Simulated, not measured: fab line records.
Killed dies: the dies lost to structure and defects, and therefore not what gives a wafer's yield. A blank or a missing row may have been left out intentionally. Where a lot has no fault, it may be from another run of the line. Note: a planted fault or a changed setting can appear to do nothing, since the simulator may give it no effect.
Chamber matching ; flow n5 finfet ; 4 sister chambers for N5_GATE_CUT_DESCUM_18 on rie diel-02
The step chemistry O2, time 7 s. 4 wafers are shown with their chamber, then 8 later ones without.

EACH WAFER AND ITS CHAMBER
wafer;chamber;showerhead plenum p Torr (Torr)
L085.6;0;1.97
L089.3;1;2.09
L089.4;3;2.15
L091.3;2;2.13

WAFERS WHOSE CHAMBER IS MISSING
wafer;showerhead plenum p Torr (Torr)
L091.5;1.96
L091.6;2.13
L093.1;2.09
L093.2;2.15
L093.4;2.13
L095.2;2.13
L095.3;2.09
L095.4;1.96

EACH ONE'S CHAMBER
wafer;from the rows above;in truth
L091.5;0;0
L091.6;2;2
L093.1;1;1
L093.2;3;3
L093.4;2;2
L095.2;2;2
L095.3;1;1
L095.4;0;0
8 of 8 placed correctly. From these rows, 0 cannot be placed. Number placed wrongly: 0.
How it was worked out, from the rows above alone: a wafer's distance from a chamber is the root of the sum, over the readings, of the square of ((its reading less the chamber's mean) divided by the reading's scatter). The wafer belongs to the nearest chamber; if the next one is less than 2 further off, it can't be placed. For every chamber, the mean is computed from those of its wafers that are shown. The scatter: with one shown wafer a chamber, the root of the mean of the squares of how far each hidden wafer lies from its nearest shown one.
